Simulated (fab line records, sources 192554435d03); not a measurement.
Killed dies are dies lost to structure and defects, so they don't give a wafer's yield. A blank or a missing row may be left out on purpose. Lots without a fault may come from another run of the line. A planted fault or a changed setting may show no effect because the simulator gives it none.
Chamber matching | flow n5_finfet | N5_MOL_CONTACT_COAG_ALD_131 on ald_sin-03: 4 sister chambers
The step deposits SiO2, target thk 5 nm, pulse time 1 s, co reactant pulse time 1 s. 4 wafers are shown with their chamber, then 9 later ones without.

WAFERS WITH THEIR CHAMBER
wafer  | chamber | heater_power_w (W)
L087.6 | 2       | 84
L088.1 | 3       | 84
L088.2 | 1       | 86
L088.4 | 0       | 97

WAFERS WITHOUT THEIR CHAMBER
wafer  | heater_power_w (W)
L090.1 | 85
L090.4 | 84
L090.6 | 85
L093.1 | 87
L093.5 | 84
L093.6 | 86
L097.2 | 88
L097.3 | 93
L097.6 | 85

WHICH CHAMBER EACH WENT THROUGH
wafer  | from the rows above          | in truth
L090.1 | can't be placed: 1 or 2 or 3 | 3
L090.4 | can't be placed: 2 or 3 or 1 | 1
L090.6 | can't be placed: 1 or 2 or 3 | 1
L093.1 | can't be placed: 1 or 2 or 3 | 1
L093.5 | can't be placed: 2 or 3 or 1 | 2
L093.6 | can't be placed: 1 or 2 or 3 | 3
L097.2 | can't be placed: 1 or 2 or 3 | 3
L097.3 | can't be placed: 0 or 1      | 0
L097.6 | can't be placed: 1 or 2 or 3 | 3
Placed correctly: 0 of 9. Can't be placed from these rows: 9 (the true chamber is among the candidates in 9). Placed wrongly: 0.
How it was worked out, from the rows above alone: a wafer's distance from a chamber is the root of the sum, over the readings, of the square of ((its reading less the chamber's mean) divided by the reading's scatter). The wafer belongs to the nearest chamber; if the next one is less than 2 further off, it can't be placed. A chamber's mean is the mean of its shown wafers. The scatter: with one shown wafer a chamber, the root of the mean of the squares of how far each hidden wafer lies from its nearest shown one.
